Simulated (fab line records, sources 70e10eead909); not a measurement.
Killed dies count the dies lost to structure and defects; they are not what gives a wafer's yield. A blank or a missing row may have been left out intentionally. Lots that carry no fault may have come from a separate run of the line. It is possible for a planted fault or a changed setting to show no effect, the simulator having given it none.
Matching of chambers    flow nandHarc    NHARC_P_M0_PRE_CLEAN_31 on pecvd-02: 3 sister chambers
The step time 12 s. 3 wafers are shown with their chamber, then 9 later ones without.

== WAFERS PAIRED WITH THEIR CHAMBERS ==
wafer   chamber  heaterPowerW (W)
L204.2  1        579
L204.3  2        619
L204.4  0        563

== WAFERS WITHOUT THEIR CHAMBER ==
wafer   heaterPowerW (W)
L206.1  637
L206.3  608
L206.4  602
L207.1  515
L207.3  586
L207.6  567
L209.1  587
L209.2  661
L209.5  596

== WHICH CHAMBER EACH ONE RAN IN ==
wafer   from the rows above           in truth
L206.1  can't be placed: 2 or 1       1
L206.3  can't be placed: 2 or 1 or 0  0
L206.4  can't be placed: 2 or 1 or 0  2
L207.1  can't be placed: 0 or 1       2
L207.3  can't be placed: 1 or 0 or 2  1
L207.6  can't be placed: 0 or 1 or 2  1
L209.1  can't be placed: 1 or 0 or 2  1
L209.2  can't be placed: 2 or 1       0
L209.5  can't be placed: 1 or 2 or 0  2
Placed correctly: 0 of 9. Unplaceable from these rows: 9, with the true chamber sitting among the candidates in 7. Wrongly placed: 0.
How it was worked out, from the rows above alone: a wafer's distance from a chamber is the root of the sum, over the readings, of the square of ((its reading less the chamber's mean) divided by the reading's scatter). The wafer belongs to the nearest chamber; if the next one is less than 2 further off, it can't be placed. For every chamber, the mean is computed from those of its wafers that are shown. The scatter: with one shown wafer a chamber, the root of the mean of the squares of how far each hidden wafer lies from its nearest shown one.
